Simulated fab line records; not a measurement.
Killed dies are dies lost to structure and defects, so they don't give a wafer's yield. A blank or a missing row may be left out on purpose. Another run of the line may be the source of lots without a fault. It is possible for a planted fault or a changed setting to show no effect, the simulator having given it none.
Split-lot experiment | flow n5-finfet | 21 wafers read from 7 lots, route of 1938 steps

## SPLIT DETAILS
At N5_BEOL_M0_CUTY_ETCH_63 (etches SOC in N2/H2, target depth 82.7 nm, overetch 16.5 nm, time 124 s), the setting source-w was moved away from the recipe's 840 W on 7 of the 21 wafers read, by +5.7% to +16.6%. The other wafers ran this setting at the recipe's value.

The reading comes from the split's own step.

## THE READING
rf-vpp-V, in V, at N5_BEOL_M0_CUTY_ETCH_63 (etches SOC in N2/H2, target depth 82.7 nm, overetch 16.5 nm, time 124 s). Fault-free wafers of this fab line usually give 524.9 V, standard deviation 2.8 V.

wafer  | tool, chamber at the split | source-w as run, W | against the recipe | rf-vpp-V, V | against lot-mates on the recipe
L077.3 | rie-diel-04, 0             | 840                | recipe             | 528.9       | -
L077.5 | rie-diel-04, 1             | 840                | recipe             | 523.3       | -
L077.6 | rie-diel-04, 2             | 840                | recipe             | 527.8       | -
L078.1 | rie-diel-03, 2             | 840                | recipe             | 523.2       | -
L078.2 | rie-diel-03, 1             | 840                | recipe             | 528.9       | -
L078.4 | rie-diel-03, 3             | 906.5              | +7.9%              | 512.5       | -13.5
L079.1 | rie-diel-01, 0             | 840                | recipe             | 525.8       | -
L079.2 | rie-diel-01, 3             | 840                | recipe             | 527.8       | -
L079.6 | rie-diel-01, 1             | 888.3              | +5.7%              | 510.7       | -16.1
L082.4 | rie-diel-04, 2             | 957                | +13.9%             | 505.0       | -20.4
L082.5 | rie-diel-04, 2             | 840                | recipe             | 528.1       | -
L082.6 | rie-diel-04, 1             | 840                | recipe             | 522.7       | -
L085.2 | rie-diel-01, 3             | 840                | recipe             | 527.1       | -
L085.3 | rie-diel-01, 0             | 840                | recipe             | 523.9       | -
L085.6 | rie-diel-01, 3             | 840                | recipe             | 526.8       | -
L088.3 | rie-diel-03, 0             | 979.4              | +16.6%             | 500.1       | -26.8
L088.4 | rie-diel-03, 1             | 979.4              | +16.6%             | 500.6       | -26.3
L088.5 | rie-diel-03, 0             | 840                | recipe             | 526.9       | -
L090.4 | rie-diel-03, 3             | 840                | recipe             | 527.0       | -
L090.5 | rie-diel-03, 0             | 939.7              | +11.9%             | 507.0       | -20.0
L090.6 | rie-diel-03, 3             | 939.7              | +11.9%             | 505.9       | -21.1

THE FIT
A straight line over all 21 wafers: rf-vpp-V changes by -1.61 V for each +1% of source-w; r = -0.98; the points scatter about the line by 2.3 V.
The same after taking each lot's own level away (the mean of its wafers on the recipe; 21 wafers): -1.63 V for each +1%; r = -0.97; scatter 2.4 V.
The reading moves by 27 V for the largest change in source-w, on that fit.
Measured against the standard deviation above, the lots' own levels, which go from 525.40 to 527.00 V, span 0.6 times it.
Consequently the slope shifts little with the lot-to-lot level, the two slopes agreeing.
Check: for one of the wafers moved furthest among these (+16.6%), held out of the fit, the line's prediction against its lot-mates is -27.5 V. Against them it came out at -26.8 V.
Tool readings at the split's step, against how far the setting was moved: rf-vpp-V r = -0.98.

## FURTHER SPLITS ON THESE WAFERS
Before the reading, these wafers also passed through other splits. Each is held against what the fit with the lots' levels taken away leaves over:
other split on the same wafers            | wafers away from the commonest value | r with rf-vpp-V (lot level and that fit taken away)
N5_BEOL_M0_SAQP_PECVD_96 time-s           | 7                                    | -0.17
N5_BEOL_M0_SAQP_DEVELOP_13 develop-time-s | 4                                    | +0.00

## FILE'S OWN FIT
rf-vpp-V changes by -1.66 V for each +1% of source-w, r = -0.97.
